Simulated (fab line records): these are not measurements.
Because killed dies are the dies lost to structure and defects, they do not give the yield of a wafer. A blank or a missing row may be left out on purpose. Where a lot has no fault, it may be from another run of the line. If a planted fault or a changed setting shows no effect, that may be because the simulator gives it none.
Chamber matching -- flow nandHarc -- 4 sister chambers for NHARC_P_GATE_STRIP_101 on rieDiel-03
The step strips in O2, time 20 s. 8 wafers are shown with their chamber, then 7 later ones without.

== WAFERS PAIRED WITH THEIR CHAMBERS ==
wafer,chamber,showerheadPlenumPTorr (Torr),oesProductAu (a.u.)
L076.2,3,3.49,1.005
L076.4,0,3.35,0.994
L083.2,0,3.34,0.997
L092.2,2,3.36,1.015
L092.3,1,3.41,0.997
L092.6,2,3.36,1.005
L095.2,1,3.41,1.014
L095.4,3,3.47,1.012

== WAFERS WITHOUT THEIR CHAMBER ==
wafer,showerheadPlenumPTorr (Torr),oesProductAu (a.u.)
L095.6,3.47,1.009
L096.2,3.47,1.015
L096.4,3.41,1.004
L096.5,3.33,1.005
L097.3,3.46,1.005
L097.4,3.32,1.004
L097.5,3.47,1.004

== EACH ONE'S CHAMBER ==
wafer,from the rows above,in truth
L095.6,3,3
L096.2,3,3
L096.4,1,1
L096.5,can't be placed: 0 or 2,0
L097.3,3,3
L097.4,can't be placed: 0 or 2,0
L097.5,3,3
Correctly placed: 5 of 7. Not placeable from these rows: 2 (in 2, the candidates include the true chamber). 0 placed wrongly.
How it was worked out, from the rows above alone: a wafer's distance from a chamber is the root of the sum, over the readings, of the square of ((its reading less the chamber's mean) divided by the reading's scatter). If the next closest chamber is less than 2 further off than the closest, the wafer can't be placed; otherwise it belongs to the closest. The mean given for a chamber averages the wafers shown for that chamber. How the scatter is found: for the shown wafers, subtract from each reading the mean of its chamber, square and add these, divide the total by (wafers less chambers), then take the root.
